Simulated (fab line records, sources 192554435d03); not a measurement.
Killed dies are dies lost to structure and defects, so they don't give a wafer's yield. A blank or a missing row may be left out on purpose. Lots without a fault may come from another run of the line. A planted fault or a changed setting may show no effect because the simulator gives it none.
Chamber matching | flow n5_finfet | N5_BEOL_M8_ALD_77 on ald_metal-01: 3 sister chambers
The step deposits TaN, target thk 2 nm, pulse time 2 s, purge time 3 s. 14 wafers are shown with their chamber, then 7 later ones without.

WAFERS WITH THEIR CHAMBER
wafer  | chamber | heater_power_outer_w (W) | heater_power_w (W) | mfc_carrier_sccm (sccm)
L081.2 | 1       | 258                      | 477                | 1499
L081.4 | 3       | 230                      | 434                | 1494
L081.6 | 1       | 255                      | 481                | 1503
L082.1 | 1       | 255                      | 472                | 1496
L082.2 | 0       | 224                      | 432                | 1499
L082.4 | 0       | 224                      | 435                | 1498
L085.2 | 0       | 223                      | 430                | 1501
L085.3 | 3       | 227                      | 435                | 1494
L085.6 | 0       | 227                      | 432                | 1499
L086.1 | 0       | 230                      | 430                | 1505
L086.2 | 1       | 260                      | 477                | 1500
L086.4 | 0       | 227                      | 442                | 1504
L087.2 | 0       | 225                      | 436                | 1499
L087.3 | 1       | 256                      | 469                | 1503

SIGNATURES (means of the wafers above)
reading              | chamber 0 | chamber 1 | chamber 3 | scatter within a chamber
heater_power_outer_w | 225.71    | 256.80    | 228.50    | 2.31
heater_power_w       | 433.86    | 475.20    | 434.50    | 4.24
mfc_carrier_sccm     | 1500.71   | 1500.20   | 1494.00   | 2.7
Rule: a wafer's distance from a chamber is the root of the sum, over the readings, of the square of ((its reading less the chamber's mean) divided by the reading's scatter). The wafer belongs to the nearest chamber; if the next one is less than 2 further off, it can't be placed. The scatter: the root of (the sum of the squares of (reading less its chamber's mean) over the shown wafers, divided by (wafers less chambers)).

WAFERS WITHOUT THEIR CHAMBER
wafer  | heater_power_outer_w (W) | heater_power_w (W) | mfc_carrier_sccm (sccm)
L087.6 | 227                      | 430                | 1507
L093.1 | 260                      | 469                | 1496
L093.5 | 226                      | 437                | 1506
L093.6 | 252                      | 466                | 1489
L095.1 | 232                      | 428                | 1498
L095.2 | 229                      | 438                | 1493
L095.4 | 255                      | 471                | 1496

WHICH CHAMBER EACH WENT THROUGH
wafer  | from the rows above     | in truth
L087.6 | 0                       | 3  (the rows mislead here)
L093.1 | 1                       | 1
L093.5 | 0                       | 0
L093.6 | 1                       | 1
L095.1 | can't be placed: 3 or 0 | 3
L095.2 | 3                       | 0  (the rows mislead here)
L095.4 | 1                       | 1
Placed correctly: 4 of 7. Can't be placed from these rows: 1 (the true chamber is among the candidates in 1). Placed wrongly: 2.
